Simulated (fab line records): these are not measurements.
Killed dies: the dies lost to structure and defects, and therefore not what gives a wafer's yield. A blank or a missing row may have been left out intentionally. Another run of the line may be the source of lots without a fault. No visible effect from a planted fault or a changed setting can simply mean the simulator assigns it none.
Chamber matching    flow n5 finfet    4 sister chambers for N5_BEOL_M0_ETCH_109 on rie diel-06
The step etches SiCN in CH3F/O2, target depth 8 nm, overetch 2.4 nm, time 27.4 s. 16 wafers are shown with their chamber, then 8 later ones without.

## WAFERS PAIRED WITH THEIR CHAMBERS
wafer   chamber  showerhead plenum p Torr (Torr)  drypump motor current A (A)  throttle valve pct (%)
L075.1  2        1.93                             5.2                          16.32
L075.3  0        2.07                             5.0                          16.50
L075.5  3        1.94                             4.9                          15.89
L076.1  3        1.94                             4.9                          15.88
L076.4  2        1.93                             5.2                          16.34
L076.6  3        1.94                             4.9                          15.88
L077.2  2        1.93                             5.2                          16.34
L077.5  1        2.03                             5.4                          16.29
L077.6  2        1.93                             5.2                          16.35
L080.2  2        1.93                             5.2                          16.36
L080.3  0        2.06                             5.1                          16.53
L080.4  1        2.03                             5.4                          16.33
L083.1  2        1.93                             5.2                          16.36
L083.2  3        1.93                             4.9                          15.92
L083.3  0        2.06                             5.0                          16.51
L088.1  0        2.06                             5.0                          16.54

SIGNATURES (averages over the wafers above)
reading                   chamber 0  chamber 1  chamber 2  chamber 3  scatter within a chamber
showerhead plenum p Torr  2.0625     2.0300     1.9300     1.9375     0.00354
drypump motor current A   5.025      5.400      5.200      4.900      0.025
throttle valve pct        16.5200    16.3100    16.3450    15.8925    0.0183
Rule: distance of a wafer from a chamber = root of the sum over the readings of ((wafer's reading minus chamber's mean) / reading's scatter) squared. If the next closest chamber is less than 2 further off than the closest, the wafer can't be placed; otherwise it belongs to the closest. The scatter: the root of (the sum of the squares of (reading less its chamber's mean) over the shown wafers, divided by (wafers less chambers)).

## WAFERS WITHOUT THEIR CHAMBER
wafer   showerhead plenum p Torr (Torr)  drypump motor current A (A)  throttle valve pct (%)
L088.2  2.02                             5.3                          16.34
L088.4  1.93                             4.9                          15.94
L091.3  1.92                             5.2                          16.39
L091.4  1.93                             4.9                          15.93
L091.6  1.93                             4.9                          15.94
L092.1  2.06                             5.1                          16.55
L092.2  1.92                             5.2                          16.41
L092.5  1.93                             4.9                          15.96

## CHAMBER TAKEN BY EACH
wafer   from the rows above  in truth
L088.2  1                    1
L088.4  3                    3
L091.3  2                    2
L091.4  3                    3
L091.6  3                    3
L092.1  0                    0
L092.2  2                    2
L092.5  3                    3
Placed correctly: 8 of 8. Not placeable from these rows: 0. Number placed wrongly: 0.
